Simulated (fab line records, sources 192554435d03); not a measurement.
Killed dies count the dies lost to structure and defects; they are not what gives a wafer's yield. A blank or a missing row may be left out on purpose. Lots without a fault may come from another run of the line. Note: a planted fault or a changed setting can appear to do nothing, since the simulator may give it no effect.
Split-lot trial / flow n5-finfet / route with 1938 steps; 7 lots, 39 wafers read

THE SPLIT ITSELF
At N5_GATE_CUT_ETCH_56 (etches TiN in Cl2/Ar, target depth 21.6 nm), the setting icp-w was moved away from the recipe's 600 W on 12 of the 39 wafers read, by +6.4% to +16.0%. All remaining wafers had this setting at the recipe value.

The reading comes from the split's own step.

THE READING
etch.depth-nm (the simulator's own value, which no gauge read), in nm, at N5_GATE_CUT_ETCH_56 (etches TiN in Cl2/Ar, target depth 21.6 nm). No usual value for it is given in the file. Here, 27 wafers ran the recipe; their average is 21.93 nm with a standard deviation of 0.61 nm.

wafer=L076.1; tool, chamber at the split=rie-metal-03, 0; icp-w as run, W=638.4; against the recipe=+6.4%; etch.depth-nm, nm=22.45; against lot-mates on the recipe=+1.07
wafer=L076.2; tool, chamber at the split=rie-metal-03, 1; icp-w as run, W=600; against the recipe=recipe; etch.depth-nm, nm=21.44; against lot-mates on the recipe=-
wafer=L076.3; tool, chamber at the split=rie-metal-03, 1; icp-w as run, W=600; against the recipe=recipe; etch.depth-nm, nm=21.29; against lot-mates on the recipe=-
wafer=L076.4; tool, chamber at the split=rie-metal-03, 0; icp-w as run, W=600; against the recipe=recipe; etch.depth-nm, nm=21.42; against lot-mates on the recipe=-
wafer=L076.5; tool, chamber at the split=rie-metal-03, 0; icp-w as run, W=638.4; against the recipe=+6.4%; etch.depth-nm, nm=22.46; against lot-mates on the recipe=+1.08
wafer=L076.6; tool, chamber at the split=rie-metal-03, 1; icp-w as run, W=638.4; against the recipe=+6.4%; etch.depth-nm, nm=22.63; against lot-mates on the recipe=+1.25
wafer=L077.1; tool, chamber at the split=rie-metal-01, 0; icp-w as run, W=600; against the recipe=recipe; etch.depth-nm, nm=22.75; against lot-mates on the recipe=-
wafer=L077.2; tool, chamber at the split=rie-metal-01, 1; icp-w as run, W=600; against the recipe=recipe; etch.depth-nm, nm=22.23; against lot-mates on the recipe=-
wafer=L077.3; tool, chamber at the split=rie-metal-01, 0; icp-w as run, W=600; against the recipe=recipe; etch.depth-nm, nm=22.91; against lot-mates on the recipe=-
wafer=L077.4; tool, chamber at the split=rie-metal-01, 1; icp-w as run, W=600; against the recipe=recipe; etch.depth-nm, nm=22.57; against lot-mates on the recipe=-
wafer=L077.5; tool, chamber at the split=rie-metal-01, 0; icp-w as run, W=600; against the recipe=recipe; etch.depth-nm, nm=22.71; against lot-mates on the recipe=-
wafer=L077.6; tool, chamber at the split=rie-metal-01, 1; icp-w as run, W=600; against the recipe=recipe; etch.depth-nm, nm=22.29; against lot-mates on the recipe=-
wafer=L087.1; tool, chamber at the split=rie-metal-02, 1; icp-w as run, W=600; against the recipe=recipe; etch.depth-nm, nm=21.63; against lot-mates on the recipe=-
wafer=L087.2; tool, chamber at the split=rie-metal-02, 0; icp-w as run, W=600; against the recipe=recipe; etch.depth-nm, nm=21.07; against lot-mates on the recipe=-
wafer=L087.3; tool, chamber at the split=rie-metal-02, 1; icp-w as run, W=600; against the recipe=recipe; etch.depth-nm, nm=21.98; against lot-mates on the recipe=-
wafer=L087.5; tool, chamber at the split=rie-metal-02, 1; icp-w as run, W=600; against the recipe=recipe; etch.depth-nm, nm=21.98; against lot-mates on the recipe=-
wafer=L087.4; tool, chamber at the split=rie-metal-02, 0; icp-w as run, W=600; against the recipe=recipe; etch.depth-nm, nm=21.15; against lot-mates on the recipe=-
wafer=L087.6; tool, chamber at the split=rie-metal-02, 0; icp-w as run, W=600; against the recipe=recipe; etch.depth-nm, nm=21.1; against lot-mates on the recipe=-
wafer=L088.1; tool, chamber at the split=rie-metal-02, 1; icp-w as run, W=649; against the recipe=+8.2%; etch.depth-nm, nm=23.11; against lot-mates on the recipe=+1.67
wafer=L088.2; tool, chamber at the split=rie-metal-02, 0; icp-w as run, W=649; against the recipe=+8.2%; etch.depth-nm, nm=22.41; against lot-mates on the recipe=+0.97
wafer=L088.3; tool, chamber at the split=rie-metal-02, 0; icp-w as run, W=649; against the recipe=+8.2%; etch.depth-nm, nm=22.46; against lot-mates on the recipe=+1.02
wafer=L088.4; tool, chamber at the split=rie-metal-02, 1; icp-w as run, W=600; against the recipe=recipe; etch.depth-nm, nm=21.76; against lot-mates on the recipe=-
wafer=L088.5; tool, chamber at the split=rie-metal-02, 1; icp-w as run, W=600; against the recipe=recipe; etch.depth-nm, nm=21.72; against lot-mates on the recipe=-
wafer=L088.6; tool, chamber at the split=rie-metal-02, 0; icp-w as run, W=600; against the recipe=recipe; etch.depth-nm, nm=20.84; against lot-mates on the recipe=-
wafer=L090.1; tool, chamber at the split=rie-metal-01, 0; icp-w as run, W=600; against the recipe=recipe; etch.depth-nm, nm=22.79; against lot-mates on the recipe=-
wafer=L090.2; tool, chamber at the split=rie-metal-01, 1; icp-w as run, W=696.3; against the recipe=+16.0%; etch.depth-nm, nm=25.39; against lot-mates on the recipe=+2.80
wafer=L090.3; tool, chamber at the split=rie-metal-01, 0; icp-w as run, W=696.3; against the recipe=+16.0%; etch.depth-nm, nm=25.75; against lot-mates on the recipe=+3.16
wafer=L090.4; tool, chamber at the split=rie-metal-01, 1; icp-w as run, W=696.3; against the recipe=+16.0%; etch.depth-nm, nm=25.55; against lot-mates on the recipe=+2.96
wafer=L090.5; tool, chamber at the split=rie-metal-01, 1; icp-w as run, W=600; against the recipe=recipe; etch.depth-nm, nm=22.32; against lot-mates on the recipe=-
wafer=L090.6; tool, chamber at the split=rie-metal-01, 0; icp-w as run, W=600; against the recipe=recipe; etch.depth-nm, nm=22.65; against lot-mates on the recipe=-
wafer=L094.1; tool, chamber at the split=rie-metal-03, 1; icp-w as run, W=673.9; against the recipe=+12.3%; etch.depth-nm, nm=23.9; against lot-mates on the recipe=+2.38
wafer=L094.2; tool, chamber at the split=rie-metal-03, 0; icp-w as run, W=600; against the recipe=recipe; etch.depth-nm, nm=21.58; against lot-mates on the recipe=-
wafer=L094.3; tool, chamber at the split=rie-metal-03, 1; icp-w as run, W=600; against the recipe=recipe; etch.depth-nm, nm=21.56; against lot-mates on the recipe=-
wafer=L094.4; tool, chamber at the split=rie-metal-03, 0; icp-w as run, W=600; against the recipe=recipe; etch.depth-nm, nm=21.42; against lot-mates on the recipe=-
wafer=L094.5; tool, chamber at the split=rie-metal-03, 1; icp-w as run, W=673.9; against the recipe=+12.3%; etch.depth-nm, nm=23.63; against lot-mates on the recipe=+2.11
wafer=L094.6; tool, chamber at the split=rie-metal-03, 0; icp-w as run, W=673.9; against the recipe=+12.3%; etch.depth-nm, nm=23.69; against lot-mates on the recipe=+2.17
wafer=L096.3; tool, chamber at the split=rie-metal-01, 0; icp-w as run, W=600; against the recipe=recipe; etch.depth-nm, nm=22.8; against lot-mates on the recipe=-
wafer=L096.4; tool, chamber at the split=rie-metal-01, 1; icp-w as run, W=600; against the recipe=recipe; etch.depth-nm, nm=22.18; against lot-mates on the recipe=-
wafer=L096.6; tool, chamber at the split=rie-metal-01, 1; icp-w as run, W=600; against the recipe=recipe; etch.depth-nm, nm=22.04; against lot-mates on the recipe=-

FIT RESULTS
A straight line over all 39 wafers: etch.depth-nm changes by +0.181 nm for each +1% of icp-w; r = +0.84; the points scatter about the line by 0.64 nm.
The same after taking each lot's own level away (the mean of its wafers on the recipe; 39 wafers): +0.18 nm for each +1%; r = +0.96; scatter 0.28 nm.
According to that fit, moving icp-w by its largest amount changes the reading by 2.9 nm.
Measured against the standard deviation above, the lots' own levels, which go from 21.383 to 22.587 nm, span 2.0 times it.
The two slopes agree, so the slope changes little with the lot-to-lot level.
Check: with one of the wafers moved furthest among these (+16.0%) left out of the fit, the line predicts +2.88 nm for it against its lot-mates. It came out at +2.8 nm against them.

OTHER SPLITS ON THESE WAFERS
These wafers also went through other splits before the reading. Each is held against what the fit with the lots' levels taken away leaves over:
other split on the same wafers=N5_FIN_SAQP_FIN_ETCH_36 icp-w; wafers away from the commonest value=18; r with etch.depth-nm (lot level and that fit taken away)=+0.28
other split on the same wafers=N5_DUMMY_GATE_ETCH_37 source-w; wafers away from the commonest value=15; r with etch.depth-nm (lot level and that fit taken away)=+0.00
other split on the same wafers=N5_HKMG_FIN_ETCH_35 target-depth-a; wafers away from the commonest value=12; r with etch.depth-nm (lot level and that fit taken away)=-0.14

THE FILE'S OWN FIT
etch.depth-nm changes by +0.179 nm for each +1% of icp-w, r = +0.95.
